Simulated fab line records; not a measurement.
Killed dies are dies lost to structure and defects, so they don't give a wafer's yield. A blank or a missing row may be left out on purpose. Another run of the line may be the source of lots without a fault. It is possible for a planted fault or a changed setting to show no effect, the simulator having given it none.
fab line records	flow n5Finfet
[record] lots = 7	wafers = 21
route steps=1938 shown BEOL_M2@881 BEOL_M3@960 BEOL_M5@1117
startH: the number of hours between the record's first day and the start of the first shown wafer of the lot	waitH: how many hours have passed since the lot's step before this one	" same as the row above	L1.1+2: one row covering several wafers at once	- no value, or no start was given	* or withheld: withheld	< > ~ a bound
route shown NAME@n: a module of which the file shows steps, and the number in the route of the first	usual: the fault-free wafers' mean and standard deviation	same: alike in all rows	chamber/n: place in a boat	sites: each site's reading	_std_site: their standard deviation	_edge_site: outer sites' mean less inner sites'	radiusMm: for every site, how far away it sits from the centre of the wafer	mask NAME#n: copy n	behind: tool/chamber where the wafer was last shaped	hold: the reason the lot was held/the length of the hold in hours/how it ended	device: which transistor (n, p or np) failed to switch	end of line: the route-end tests of the same wafers	a step given without rows: its recipe and nothing more	killed: dies that structure and defects cost at the first sort, which is not the same as the wafer's yield	map: a wafer's dies, x killed, . not, _ none there
set.NAME: the run value of the setting; set.NAME@STEP: its run value at that earlier step	model.NAME: the simulator's own value behind a step, which no gauge read
lots whose settings were changed on purpose; a table a step, a row a wafer
[[steps]]
[step N5_BEOL_M2_ETCH_69]
[recipe] chemistry = CF4	target = SiARC	targetDepthA = 156	maskMaterial = CAR-EUV	timeS = 26	ionEnergyEv = 80	pressureMtorr = 40	sourceW = 545	biasW = 36	Ar_flow_sccm = 100	cf4FlowSccm = 100	ends = cleared
[usual] rfVppV = 184.0/1.3
lot.wafer	tool	chamber	startH	waitH	set.biasW	rfVppV
L080.2	rieDiel-01	1	171.25	0.0	30.48	165.9
L080.3	"	0	"	"	36	184.5
L080.4	"	2	"	"	36	184.5
L084.1	rieDiel-01	3	196.29	0.0	36	184.2
L084.3	"	2	"	"	32.29	171.9
L084.4	"	0	"	"	36	185.3
L091.2	rieDiel-01	3	241.51	0.0	36	184.2
L091.4	"	0	"	"	36	183.5
L091.6	"	1	"	"	36	184.8
L093.1	rieDiel-05	3	250.61	0.0	36	183.7
L093.3	"	0	"	"	37.81	188.5
L093.5	"	1	"	"	36	185.2
L095.1	rieDiel-01	2	263.36	0.0	36	185.1
L095.3	"	1	"	"	36	183.9
L095.6	"	2	"	"	30.01	164.4
L096.1	rieDiel-06	3	268.80	0.0	32.11	172.0
L096.2	"	2	"	"	36	181.5
L096.4	"	0	"	"	36	184.3
L097.1	rieDiel-05	0	277.77	0.0	36	181.6
L097.2	"	3	"	"	36	184.2
L097.3	"	2	"	"	36	184.6
[step N5_BEOL_M2_TRENCH_ETCH_37]
[recipe] chemistry = C4F6/O2	targetDepthA = 555.55	target = SiOC	timeS = 29.2	ionEnergyEv = 250	pressureMtorr = 30	sourceW = 355	biasW = 185	Ar_flow_sccm = 300	C4F6_flow_sccm = 10	O2_flow_sccm = 10
[usual] rfVppV = 663/10
lot.wafer	tool	chamber	startH	waitH	set.biasW	rfVppV
L080.2	rieDiel-01	2	-	-	185	667
L080.3	"	0	"	"	185	660
L080.4	"	3	"	"	185	671
L084.1	rieDiel-06	3	-	-	185	680
L084.3	"	0	"	"	185	659
L084.4	"	2	"	"	185	667
L091.2	rieDiel-01	3	-	-	202.9	720
L091.4	"	3	"	"	185	670
L091.6	"	1	"	"	202.9	697
L093.1	rieDiel-01	0	-	-	185	658
L093.3	"	3	"	"	215.9	758
L093.5	"	1	"	"	215.9	733
L095.1	rieDiel-01	0	-	-	196	691
L095.3	"	2	"	"	185	666
L095.6	"	1	"	"	185	647
L096.1	rieDiel-06	0	-	-	203.9	713
L096.2	"	1	"	"	185	665
L096.4	"	3	"	"	203.9	734
L097.1	rieDiel-05	1	-	-	185	659
L097.2	"	2	"	"	185	688
L097.3	"	0	"	"	185	657
[step N5_BEOL_M3_COAT_22]
[recipe] resist = CAR-EUV	spinRpm = 1500	resistThkNm = 30
lot.wafer	tool	chamber	startH	waitH	set.spinRpm	model.CAR-EUV_of_BEOL_M3_COAT_22.thkNm
L080.2	lithoTrack-04	0	-	-	1500	30
L080.3+4	"	0	"	"	1500	29.8
L084.1+4	lithoTrack-01	0	-	-	1651	28.8
L084.3	"	0	"	"	1500	30
L091.2+4+6	lithoTrack-05	0	-	-	1500	30.2
L093.1	lithoTrack-04	0	-	-	1500	30.2
L093.3+5	"	0	"	"	1447	30.6
L095.1+6	lithoTrack-05	0	-	-	1500	30
L095.3	"	0	"	"	1500	30.2
L096.1+2	lithoTrack-01	0	-	-	1500	30
L096.4	"	0	"	"	1500	30.2
L097.1+3	lithoTrack-05	0	-	-	1500	30
L097.2	"	0	"	"	1500	30.2
[step N5_BEOL_M3_EXPOSE_25]
[recipe] maskId = V2	na = 0.33	sourceShape = quasar	sigmaInner = 0.2	sigmaOuter = 0.8	polarization = unpolarized	defocusNm = 5	doseMj = 63
lot.wafer	tool	chamber	startH	waitH	mask	set.doseMj
L080.2+3+4	euvScanner-01	0	181.83	-	V2#0	63
L084.1+3	euvScanner-01	0	207.49	-	V2#0	63
L084.4	"	0	"	"	V2#0	60.6
L091.2+6	euvScanner-02	0	247.76	-	V2#0	59.63
L091.4	"	0	"	"	V2#0	63
L093.1+5	euvScanner-01	0	262.86	-	V2#0	63
L093.3	"	0	"	"	V2#0	58.73
L095.1+3+6	euvScanner-02	0	276.97	-	V2#0	63
L096.1	euvScanner-01	0	282.04	-	V2#0	60.91
L096.2+4	"	0	"	"	V2#0	63
L097.1+2+3	euvScanner-01	0	286.30	-	V2#0	63
[step N5_BEOL_M3_PEB_26]
[recipe] pebTempC = 100	pebTimeS = 60	resist = CAR-EUV
[step N5_BEOL_M3_DEVELOP_27]
[recipe] developTimeS = 30	developer = TMAH	resist = CAR-EUV	rinseLiquid = surfactantRinse	dry = airSpin	devTempC = 23
lot.wafer	tool	chamber	startH	waitH	set.spinRpm@BEOL_M3_COAT_22	model.CAR-EUV_of_BEOL_M3_COAT_22.thkNm
L080.2	lithoTrack-05	0	-	-	1500	29.6
L080.3+4	"	0	"	"	1500	29.4
L084.1+4	lithoTrack-01	0	-	-	1651	28.2
L084.3	"	0	"	"	1500	29.6
L091.2+6	lithoTrack-05	0	-	-	1500	29.8
L091.4	"	0	"	"	1500	29.6
L093.1	lithoTrack-04	0	-	-	1500	29.8
L093.3+5	"	0	"	"	1447	30.2
L095.1+3+6	lithoTrack-05	0	-	-	1500	29.6
L096.1+2+4	lithoTrack-01	0	-	-	1500	29.6
L097.1+2+3	lithoTrack-05	0	-	-	1500	29.6
[step N5_BEOL_M3_CD_MEAS_28]
[recipe] targetCdNm = 25.7	landingEnergyEv = 500	detector = seInlens	targetCdYNm = 23.3	polarity = opening
[usual] cdNm = 25.71/0.21
lot.wafer	tool	chamber	startH	waitH	set.doseMj@BEOL_M3_EXPOSE_25	cdNm
L080.2	cdSem-01	0	181.97	-	63	25.81
L080.3	"	0	"	"	63	25.78
L080.4	"	0	"	"	63	25.57
L084.1	cdSem-01	0	207.63	-	63	25.80
L084.3	"	0	"	"	63	25.65
L084.4	"	0	"	"	60.6	24.75
L091.2	cdSem-03	0	247.89	-	59.63	24.53
L091.4	"	0	"	"	63	25.63
L091.6	"	0	"	"	59.63	24.50
L093.1	cdSem-03	0	263.01	-	63	25.47
L093.3	"	0	"	"	58.73	24.29
L093.5	"	0	"	"	63	25.88
L095.1	cdSem-01	0	277.11	-	63	25.75
L095.3	"	0	"	"	63	25.50
L095.6	"	0	"	"	63	25.78
L096.1	cdSem-03	0	282.19	-	60.91	25.51
L096.2	"	0	"	"	63	25.79
L096.4	"	0	"	"	63	25.38
L097.1	cdSem-03	0	286.44	-	63	25.97
L097.2	"	0	"	"	63	25.64
L097.3	"	0	"	"	63	25.85
[step N5_BEOL_M5_COAT_59]
[recipe] resist = SOC	tempC = 250	timeS = 60	spinRpm = 1500	resistThkNm = 60
lot.wafer	tool	chamber	startH	waitH	set.spinRpm	model.SOC_of_BEOL_M5_COAT_59.thkNm
L080.2+3	lithoTrack-03	0	200.13	0.1	1500	59.8
L080.4	"	0	"	"	1500	60
L084.1	lithoTrack-04	0	233.46	0.1	1665	56.8
L084.3	"	0	"	"	1500	60
L084.4	"	0	"	"	1665	57
L091.2	lithoTrack-04	0	263.18	0.1	1500	60.2
L091.4	"	0	"	"	1337	63.8
L091.6	"	0	"	"	1500	60
L093.1+3+5	lithoTrack-03	0	291.34	0.1	1500	59.8
L095.1+6	lithoTrack-04	0	294.33	0.1	1500	59.8
L095.3	"	0	"	"	1500	60
L096.1+2	lithoTrack-03	0	313.83	0.1	1500	60
L096.4	"	0	"	"	1655	57
L097.1	lithoTrack-03	0	319.39	0.1	1500	59.8
L097.2+3	"	0	"	"	1500	60
[step N5_BEOL_M5_EXPOSE_08]
[recipe] maskId = M5	na = 0.33	sourceShape = annular	sigmaInner = 0.4	sigmaOuter = 0.8	polarization = unpolarized	targetCdNm = 28	doseMj = 35.75
lot.wafer	tool	chamber	startH	waitH	mask	set.doseMj
L080.2+3	euvScanner-02	0	200.27	-	M5#0	35.75
L080.4	"	0	"	"	M5#0	36.69
L084.1+4	euvScanner-02	0	233.72	-	M5#0	35.75
L084.3	"	0	"	"	M5#0	34.37
L091.2	euvScanner-02	0	263.32	-	M5#0	35.75
L091.4+6	"	0	"	"	M5#0	33.31
L093.1	euvScanner-02	0	291.61	-	M5#0	34.37
L093.3+5	"	0	"	"	M5#0	35.75
L095.1	euvScanner-01	0	294.63	-	M5#0	35.75
L095.3+6	"	0	"	"	M5#0	38.21
L096.1+2	euvScanner-01	0	313.96	-	M5#0	35.75
L096.4	"	0	"	"	M5#0	36.59
L097.1+2+3	euvScanner-01	0	319.52	-	M5#0	35.75
[step N5_BEOL_M5_PEB_09]
[recipe] pebTempC = 100	pebTimeS = 60	resist = CAR-EUV
[step N5_BEOL_M5_DEVELOP_10]
[recipe] developTimeS = 30	developer = TMAH	resist = CAR-EUV	rinseLiquid = surfactantRinse	dry = airSpin	devTempC = 23
[step N5_BEOL_M5_CD_MEAS_11]
[recipe] targetCdNm = 27.74	landingEnergyEv = 500	detector = seInlens
[usual] cdNm = 27.89/0.27
lot.wafer	tool	chamber	startH	waitH	set.doseMj@BEOL_M5_EXPOSE_08	cdNm
L080.2	cdSem-02	0	200.40	-	35.75	28.39
L080.3	"	0	"	"	35.75	28.13
L080.4	"	0	"	"	36.69	28.70
L084.1	cdSem-02	0	233.85	-	35.75	28.00
L084.3	"	0	"	"	34.37	27.02
L084.4	"	0	"	"	35.75	28.47
L091.2	cdSem-01	0	263.44	-	35.75	28.03
L091.4	"	0	"	"	33.31	26.45
L091.6	"	0	"	"	33.31	26.68
L093.1	cdSem-03	0	291.74	-	34.37	27.43
L093.3	"	0	"	"	35.75	27.58
L093.5	"	0	"	"	35.75	27.55
L095.1	cdSem-03	0	294.76	-	35.75	27.72
L095.3	"	0	"	"	38.21	29.01
L095.6	"	0	"	"	38.21	29.14
L096.1	cdSem-03	0	314.09	-	35.75	28.15
L096.2	"	0	"	"	35.75	27.78
L096.4	"	0	"	"	36.59	28.54
L097.1	cdSem-01	0	319.65	-	35.75	28.38
L097.2	"	0	"	"	35.75	28.14
L097.3	"	0	"	"	35.75	27.96
[step N5_BEOL_M5_DESCUM_16]
[recipe] chemistry = O2	timeS = 7	sourcePowerW = 50	biasPowerW = 20	pressureMtorr = 20	rfFrequencyHz = 2.712e+07	tempC = 40	resist = CAR-EUV	o2FlowSccm = 225
lot.wafer	tool	chamber	startH	waitH	set.doseMj@BEOL_M5_EXPOSE_08	model.BEOL_M5.cdNm
L080.2+3	rieDiel-02	0,2	200.81	0.3	35.75	28.2
L080.4	"	3	"	"	36.69	28.4
L084.1	rieDiel-02	0	233.98	0.0	35.75	28
L084.3	"	2	"	"	34.37	27.4
L084.4	"	1	"	"	35.75	28.4
L091.2	rieDiel-02	2	263.57	0.0	35.75	28
L091.4	"	1	"	"	33.31	26.4
L091.6	"	1	"	"	33.31	26.6
L093.1	rieDiel-02	3	291.86	0.0	34.37	26.8
L093.3+5	"	0,1	"	"	35.75	27.8
L095.1	rieDiel-03	0	294.98	0.1	35.75	28.2
L095.3	"	2	"	"	38.21	29.4
L095.6	"	3	"	"	38.21	29.6
L096.1	rieDiel-03	3	314.73	0.6	35.75	28
L096.2	"	1	"	"	35.75	27.8
L096.4	"	0	"	"	36.59	28.8
L097.1+2	rieDiel-02	3,0	320.06	0.3	35.75	28
L097.3	"	1	"	"	35.75	28.2
[step N5_BEOL_M5_ETCH_72]
[recipe] chemistry = N2/H2	target = underlayer	targetDepthA = 65	maskMaterial = CAR-EUV	timeS = 5.2	ionEnergyEv = 200	pressureMtorr = 30	sourceW = 840	biasW = 150	n2FlowSccm = 200	h2FlowSccm = 200	ends = cleared
lot.wafer	tool	chamber	startH	waitH	set.doseMj@BEOL_M5_EXPOSE_08	model.BEOL_M5.cdNm
L080.2+3	rieDiel-02	0,2	200.84	0.0	35.75	28.2
L080.4	"	3	"	"	36.69	28.6
L084.1	rieDiel-02	0	234.01	0.0	35.75	28.2
L084.3	"	2	"	"	34.37	27.4
L084.4	"	1	"	"	35.75	28.4
L091.2	rieDiel-02	2	263.60	0.0	35.75	28.2
L091.4	"	1	"	"	33.31	26.2
L091.6	"	1	"	"	33.31	26.4
L093.1	rieDiel-02	3	291.89	0.0	34.37	26.8
L093.3	"	0	"	"	35.75	27.8
L093.5	"	1	"	"	35.75	27.6
L095.1	rieDiel-03	0	295.01	0.0	35.75	28.2
L095.3	"	2	"	"	38.21	29.4
L095.6	"	3	"	"	38.21	29.6
L096.1	rieDiel-03	3	314.77	0.0	35.75	28
L096.2	"	1	"	"	35.75	27.8
L096.4	"	0	"	"	36.59	28.8
L097.1+2	rieDiel-02	3,0	320.09	0.0	35.75	28
L097.3	"	1	"	"	35.75	28.2
[step N5_BEOL_M5_ETCH_61]
[recipe] chemistry = CF4	target = SiARC	targetDepthA = 156	maskMaterial = CAR-EUV	timeS = 26	ionEnergyEv = 80	pressureMtorr = 40	sourceW = 545	biasW = 36	Ar_flow_sccm = 100	cf4FlowSccm = 100	ends = cleared
[step N5_BEOL_M5_ETCH_62]
[recipe] chemistry = N2/H2	target = SOC	targetDepthA = 750	overetchA = 150	maskMaterial = SiARC	tempC = 40	timeS = 112.5	ionEnergyEv = 200	pressureMtorr = 30	sourceW = 840	biasW = 150	n2FlowSccm = 200	h2FlowSccm = 200
lot.wafer	tool	chamber	startH	waitH	set.spinRpm@BEOL_M5_COAT_59	model.etch.depthNm
L080.2	rieDiel-02	0	200.89	0.0	1500	59.81
L080.3	"	2	"	"	1500	59.86
L080.4	"	3	"	"	1500	59.98
L084.1	rieDiel-02	0	234.06	0.0	1665	56.77
L084.3	"	2	"	"	1500	59.95
L084.4	"	1	"	"	1665	56.95
L091.2	rieDiel-02	2	263.65	0.0	1500	60.17
L091.4	"	1	"	"	1337	63.77
L091.6	"	1	"	"	1500	60.09
L093.1	rieDiel-02	3	291.94	0.0	1500	59.77
L093.3	"	0	"	"	1500	59.89
L093.5	"	1	"	"	1500	59.81
L095.1	rieDiel-03	0	295.06	0.0	1500	59.89
L095.3	"	2	"	"	1500	60.01
L095.6	"	3	"	"	1500	59.79
L096.1	rieDiel-03	3	314.81	0.0	1500	60.09
L096.2	"	1	"	"	1500	59.97
L096.4	"	0	"	"	1655	57.03
L097.1	rieDiel-02	3	320.14	0.0	1500	59.88
L097.2	"	0	"	"	1500	60.1
L097.3	"	1	"	"	1500	60
[step N5_BEOL_M5_STRIP_63]
[recipe] chemistry = N2/H2	tempC = 40	n2FlowSccm = 200	h2FlowSccm = 200	rfFrequencyHz = 6e+07
[step N5_BEOL_M5_STRIP_73]
[recipe] chemistry = N2/H2	tempC = 40	n2FlowSccm = 200	h2FlowSccm = 200	rfFrequencyHz = 6e+07
[step N5_BEOL_M5_STRIP_64]
[recipe] chemistry = CF4	resist = SiARC	powerW = 300	biasPowerW = 75	pressureMtorr = 50	cf4FlowSccm = 150	rfFrequencyHz = 6e+07
[step N5_BEOL_M5_HM_OPEN_17]
[recipe] chemistry = Cl2/BCl3	targetDepthA = 200	overetchA = 60	target = TiN	maskMaterial = SOC	ionEnergyEv = 150	pressureMtorr = 10	icpW = 1000	biasW = 126	Cl2_flow_sccm = 53.25	bcl3FlowSccm = 21.75	Ar_flow_sccm = 25
lot.wafer	tool	chamber	startH	waitH	set.spinRpm@BEOL_M5_COAT_59	model.SOC_of_BEOL_M5_COAT_59.thkNm
L080.2	rieMetal-01	0	201.06	0.0	1500	52
L080.3	"	1	"	"	1500	51.8
L080.4	"	0	"	"	1500	52.2
L084.1	rieMetal-01	0	234.23	0.0	1665	49
L084.3	"	1	"	"	1500	51.8
L084.4	"	0	"	"	1665	49.2
L091.2+6	rieMetal-02	1	263.81	0.0	1500	52
L091.4	"	0	"	"	1337	55.8
L093.1	rieMetal-03	1	292.11	0.0	1500	52
L093.3	"	1	"	"	1500	52.2
L093.5	"	0	"	"	1500	51.8
L095.1	rieMetal-03	0	295.23	0.0	1500	51.8
L095.3	"	1	"	"	1500	52.2
L095.6	"	0	"	"	1500	51.6
L096.1	rieMetal-03	1	314.98	0.0	1500	52.2
L096.2	"	0	"	"	1500	51.8
L096.4	"	1	"	"	1655	49.2
L097.1	rieMetal-03	0	320.31	0.0	1500	51.8
L097.2	"	1	"	"	1500	52.4
L097.3	"	1	"	"	1500	52.2
[step N5_BEOL_M5_STRIP_19]
[recipe] chemistry = O2	powerW = 400	tempC = 40	pressureMtorr = 30	rfFrequencyHz = 6e+07	biasPowerW = 0	overashFraction = 0.2	o2FlowSccm = 225
[step N5_BEOL_M5_DESCUM_33]
[recipe] chemistry = O2	timeS = 7	sourcePowerW = 50	biasPowerW = 20	pressureMtorr = 20	rfFrequencyHz = 2.712e+07	tempC = 40	resist = CAR-EUV	o2FlowSccm = 225
[step N5_BEOL_M5_ETCH_75]
[recipe] chemistry = N2/H2	target = underlayer	targetDepthA = 65	maskMaterial = CAR-EUV	timeS = 5.2	ionEnergyEv = 200	pressureMtorr = 30	sourceW = 840	biasW = 150	n2FlowSccm = 200	h2FlowSccm = 200	ends = cleared
lot.wafer	tool	chamber	startH	waitH	set.doseMj@BEOL_M5_EXPOSE_08	model.BEOL_M5.cdNm
L080.2	rieDiel-03	2	204.03	0.0	35.75	27.6
L080.3	"	1	"	"	35.75	28.2
L080.4	"	0	"	"	36.69	28.4
L084.1	rieDiel-04	3	236.55	0.0	35.75	28
L084.3	"	0	"	"	34.37	27.6
L084.4	"	2	"	"	35.75	28.4
L091.2	rieDiel-02	0	266.46	0.0	35.75	28.4
L091.4	"	2	"	"	33.31	26.8
L091.6	"	3	"	"	33.31	27
L093.1	rieDiel-04	3	294.00	0.0	34.37	26.2
L093.3+5	"	1,2	"	"	35.75	28
L095.1	rieDiel-04	0	297.15	0.0	35.75	28
L095.3	"	3	"	"	38.21	29.2
L095.6	"	3	"	"	38.21	29.4
L096.1	rieDiel-02	0	316.27	0.0	35.75	27.8
L096.2	"	2	"	"	35.75	28
L096.4	"	1	"	"	36.59	29
L097.1+2	rieDiel-02	1,0	321.16	0.0	35.75	28.2
L097.3	"	3	"	"	35.75	28
[step N5_BEOL_M5_ETCH_67]
[recipe] chemistry = CF4	target = SiARC	targetDepthA = 156	maskMaterial = CAR-EUV	timeS = 26	ionEnergyEv = 80	pressureMtorr = 40	sourceW = 545	biasW = 36	Ar_flow_sccm = 100	cf4FlowSccm = 100	ends = cleared
lot.wafer	tool	chamber	startH	waitH	set.doseMj@BEOL_M5_EXPOSE_08	model.BEOL_M5.cdNm
L080.2	rieDiel-03	2	204.05	0.0	35.75	27.6
L080.3	"	1	"	"	35.75	28
L080.4	"	0	"	"	36.69	28.2
L084.1	rieDiel-04	3	236.56	0.0	35.75	27.8
L084.3	"	0	"	"	34.37	27.6
L084.4	"	2	"	"	35.75	28.2
L091.2	rieDiel-02	0	266.48	0.0	35.75	28.6
L091.4	"	2	"	"	33.31	26.8
L091.6	"	3	"	"	33.31	27.2
L093.1	rieDiel-04	3	294.02	0.0	34.37	26.4
L093.3	"	1	"	"	35.75	27.8
L093.5	"	2	"	"	35.75	28.2
L095.1	rieDiel-04	0	297.17	0.0	35.75	28.2
L095.3	"	3	"	"	38.21	29.2
L095.6	"	3	"	"	38.21	29.4
L096.1+2	rieDiel-02	0,2	316.28	0.0	35.75	27.8
L096.4	"	1	"	"	36.59	29
L097.1	rieDiel-02	1	321.17	0.0	35.75	28.2
L097.2	"	0	"	"	35.75	28.4
L097.3	"	3	"	"	35.75	28
[step N5_BEOL_M5_ETCH_68]
[recipe] chemistry = N2/H2	target = SOC	targetDepthA = 800	overetchA = 160	maskMaterial = SiARC	tempC = 40	timeS = 120	ionEnergyEv = 200	pressureMtorr = 30	sourceW = 840	biasW = 150	n2FlowSccm = 200	h2FlowSccm = 200
[step N5_BEOL_M5_STRIP_69]
[recipe] chemistry = N2/H2	tempC = 40	n2FlowSccm = 200	h2FlowSccm = 200	rfFrequencyHz = 6e+07
[step N5_BEOL_M5_PRECLEAN_42]
[recipe] chemistry = residueRemover	timeS = 60	tempC = 40
[step N5_BEOL_M5_SRD_43]
[recipe] timeS = 30	tempC = 23	rinseLiquid = diw	dry = ipaMarangoni
[step N5_BEOL_M5_CD_MEAS_35]
[recipe] targetCdNm = 28	targetCdYNm = 24	polarity = opening
[usual] cdNm = 27.9/0.36
lot.wafer	tool	chamber	startH	waitH	set.doseMj@BEOL_M5_EXPOSE_08	cdNm
L080.2	cdSem-01	-	204.57	0.0	35.75	28.3
L080.3	"	-	"	"	35.75	28.6
L080.4	"	-	"	"	36.69	28.6
L084.1	cdSem-03	-	237.08	0.0	35.75	27.8
L084.3	"	-	"	"	34.37	27.2
L084.4	"	-	"	"	35.75	27.9
L091.2	cdSem-01	-	267.00	0.0	35.75	28.1
L091.4	"	-	"	"	33.31	26.4
L091.6	"	-	"	"	33.31	26.4
L093.1	cdSem-03	-	294.54	0.0	34.37	26.3
L093.3	"	-	"	"	35.75	27.2
L093.5	"	-	"	"	35.75	27.5
L095.1	cdSem-03	-	297.69	0.0	35.75	28.2
L095.3	"	-	"	"	38.21	29.4
L095.6	"	-	"	"	38.21	29.2
L096.1	cdSem-03	-	316.80	0.0	35.75	27.4
L096.2	"	-	"	"	35.75	27.6
L096.4	"	-	"	"	36.59	28.4
L097.1	cdSem-01	-	321.79	0.0	35.75	28.0
L097.2	"	-	"	"	35.75	27.7
L097.3	"	-	"	"	35.75	28.1
[[key]]
[split] step = N5_BEOL_M2_ETCH_69	setting = biasW	stated = 36	by = wafer
[response] step = N5_BEOL_M2_ETCH_69	reading = rfVppV	change = +1.17	per = 1%	r = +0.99
[split] step = N5_BEOL_M2_TRENCH_ETCH_37	setting = biasW	stated = 185	by = wafer
[response] step = N5_BEOL_M2_TRENCH_ETCH_37	reading = rfVppV	change = +5.11	per = 1%	r = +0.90
[split] step = N5_BEOL_M3_COAT_22	setting = spinRpm	stated = 1500	by = wafer
[response] step = N5_BEOL_M3_COAT_22	reading = model.CAR-EUV_of_BEOL_M3_COAT_22.thkNm	change = -0.119	per = 1%	r = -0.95
[response] step = N5_BEOL_M3_DEVELOP_27	reading = model.CAR-EUV_of_BEOL_M3_COAT_22.thkNm	change = -0.136	per = 1%	r = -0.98
[split] step = N5_BEOL_M3_EXPOSE_25	setting = doseMj	stated = 63	by = wafer
[response] step = N5_BEOL_M3_CD_MEAS_28	reading = cdNm	change = +0.193	per = 1%	r = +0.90
[split] step = N5_BEOL_M5_COAT_59	setting = spinRpm	stated = 1500	by = wafer
[response] step = N5_BEOL_M5_COAT_59	reading = model.SOC_of_BEOL_M5_COAT_59.thkNm	change = -0.304	per = 1%	r = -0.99
[response] step = N5_BEOL_M5_ETCH_62	reading = model.etch.depthNm	change = -0.302	per = 1%	r = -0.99
[response] step = N5_BEOL_M5_HM_OPEN_17	reading = model.SOC_of_BEOL_M5_COAT_59.thkNm	change = -0.289	per = 1%	r = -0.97
[split] step = N5_BEOL_M5_EXPOSE_08	setting = doseMj	stated = 35.75	by = wafer
[response] step = N5_BEOL_M5_CD_MEAS_11	reading = cdNm	change = +0.199	per = 1%	r = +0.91
[response] step = N5_BEOL_M5_DESCUM_16	reading = model.BEOL_M5.cdNm	change = +0.211	per = 1%	r = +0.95
[response] step = N5_BEOL_M5_ETCH_72	reading = model.BEOL_M5.cdNm	change = +0.235	per = 1%	r = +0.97
[response] step = N5_BEOL_M5_ETCH_75	reading = model.BEOL_M5.cdNm	change = +0.238	per = 1%	r = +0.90
[response] step = N5_BEOL_M5_ETCH_67	reading = model.BEOL_M5.cdNm	change = +0.221	per = 1%	r = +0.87
[response] step = N5_BEOL_M5_CD_MEAS_35	reading = cdNm	change = +0.208	per = 1%	r = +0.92
